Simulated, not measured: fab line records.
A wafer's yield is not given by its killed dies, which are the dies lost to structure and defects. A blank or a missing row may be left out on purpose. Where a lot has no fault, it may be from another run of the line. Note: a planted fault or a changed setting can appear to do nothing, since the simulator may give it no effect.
A struck lot beside a sound one    flow n5_finfet    25 steps out of a route of 1938
Sound: the wafers L518.1, L518.4, L518.5. The struck wafers were L525.1, L525.3, L525.6. The cause is given at the end.
Each step with rows lists, per side, the tool, then ch with its chambers, then its first start. Under that, the readings that differ: sound wafers    struck wafers    difference of the means    sigmas: that difference in standard deviations of wafers without a fault.
alike: same words and numbers on both sides, and readings whose means sit less than 2 such deviations apart. not compared: any withheld reading, any reading some wafer has no value for, any bound like >300 that may hide the same value, and any number with overlapping values for which the record gives no deviation.
Wherever a step has rows on one side only, a row that says differs or no value, or a row with sigmas, the two part there. Numbers that have no deviation but don't overlap get no sigmas and don't part them. A reading missing from all wafers of one side parts the sides only when that side holds two or more wafers.

first, 11 steps without rows for these wafers: N5_BEOL_M14_VIA_ETCH_16 (etches SiO2 in C4F8/O2/Ar, target depth 1231.3 nm); N5_BEOL_M14_STRIP_63 (strips in O2); N5_BEOL_M14_STRIP_64 (strips in O2); N5_BEOL_M14_STRIP_71 (strips in post etch residue remover, time 60 s); N5_BEOL_M14_SRD_72 (time 30 s, dry time 30 s); N5_BEOL_M14_COAT_65 (time 60 s, resist thk 450 nm); N5_BEOL_M14_COAT_66 (time 60 s, resist thk 110 nm); N5_BEOL_M14_COAT_22 (resist thk 300 nm); N5_BEOL_M14_EBR_24; N5_BEOL_M14_SOFTBAKE_23 (time 60 s); N5_BEOL_M14_EXPOSE_25 (exposes mask M14, target cd 280 nm).
N5_BEOL_M14_PEB_26: peb time 90 s.
  sound on litho_track-04 ch 0, day 13 17:59; struck on litho_track-04 ch 0, day 15 14:22
reading                   sound                 struck                difference  sigmas
heater_power_total_W (W)  172.9 172.7 173.3     178.2 179.3 177.7     +5.4        +8
plate_temp_C (C)          130.09 129.97 130.10  133.70 133.56 133.61  +3.57       +25
  alike: resist_line_temp_C
then, 2 steps without rows for these wafers: N5_BEOL_M14_DEVELOP_27 (develop time 45 s); N5_BEOL_M14_HARDBAKE_32 (time 120 s).
N5_BEOL_M14_CD_MEAS_28: the cd target is 284.4 nm.
  sound on cd_sem-02 ch 0, day 13 18:06; struck on cd_sem-03 ch 0, day 15 14:29
reading     sound              struck             difference  sigmas
cd_nm (nm)  280.4 283.8 280.0  297.1 298.9 300.3  +17.4       +7
N5_BEOL_M14_DESCUM_33: chemistry O2, time 7.9 s.
  sound on rie_diel-03 ch 0,3, day 13 18:29; struck on rie_diel-02 ch 0,2, day 15 14:35
reading                    sound            struck             difference  sigmas
model.BEOL_M14.cd_nm (nm)  280 284.2 279.8  297.2 298.8 300.2  +17.4       
  alike: drypump_motor_current_A, oes_product_au, rf_vpp_V, showerhead_plenum_p_Torr, throttle_valve_pct
  not compared: rf_hours_counter_h
then, 6 steps without rows for these wafers: N5_BEOL_M14_ETCH_67 (etches SiARC in CF4, target depth 143 nm, time 238.3 s); N5_BEOL_M14_ETCH_68 (etches SOC in N2/H2, time 450 s); N5_BEOL_M14_STRIP_69 (strips in N2/H2); N5_BEOL_M14_TRENCH_ETCH_34 (etches SiO2 in C4F8/O2/Ar, target depth 556.65 nm, time 126.9 s); N5_BEOL_M14_STRIP_70 (strips in C4F8/O2/Ar); N5_BEOL_M14_STRIP_37 (strips in O2).
N5_BEOL_M14_ETCH_38: etches SiCN in CF4/N2, target depth 106.5 nm, time 120.6 s.
  sound: rie_diel-05 ch 0,2,3; struck: rie_diel-02 ch 1,3
reading                    sound              struck             difference  sigmas
oes_product_au (a.u.)      0.81 0.66 0.70     0.95 0.81 0.96     +0.18       +2
throttle_valve_pct (%)     15.57 15.86 15.53  15.28 15.24 15.29  -0.38       -2
model.BEOL_M14.cd_nm (nm)  274.6 280 275.2    294.2 294 297      +18.5       
  alike: drypump_motor_current_A, rf_vpp_V, showerhead_plenum_p_Torr
  not compared: rf_hours_counter_h
then, 1 step without rows for these wafers: N5_BEOL_M14_PRECLEAN_39 (cleans in residue remover, time 60 s).
N5_PASSIVATION_PROBE_49:
  sound on prober-01, day 14 21:55; struck on prober-01, day 16 19:58
  alike: defect_limited_yield, killed_at_M0_to_M3, killed_at_M4_up, killed_at_contacts, killed_at_front_end, killed_at_other, killed_dies, killed_on_rim, killed_open, killed_short, sort_bin_4_leakage, sort_bin_5_function, sort_bin_6_memory, sort_n_pass, sort_yield_pct

## WHERE THEY PART
Last at N5_BEOL_M14_ETCH_38 as far as this record goes, first at N5_BEOL_M14_PEB_26. Later steps at which nothing parts them and some readings are alike: N5_PASSIVATION_PROBE_49.

WHY: what the simulator had put in
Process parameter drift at N5_BEOL_M14_PEB_26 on litho_track-04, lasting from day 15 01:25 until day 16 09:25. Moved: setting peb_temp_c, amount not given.
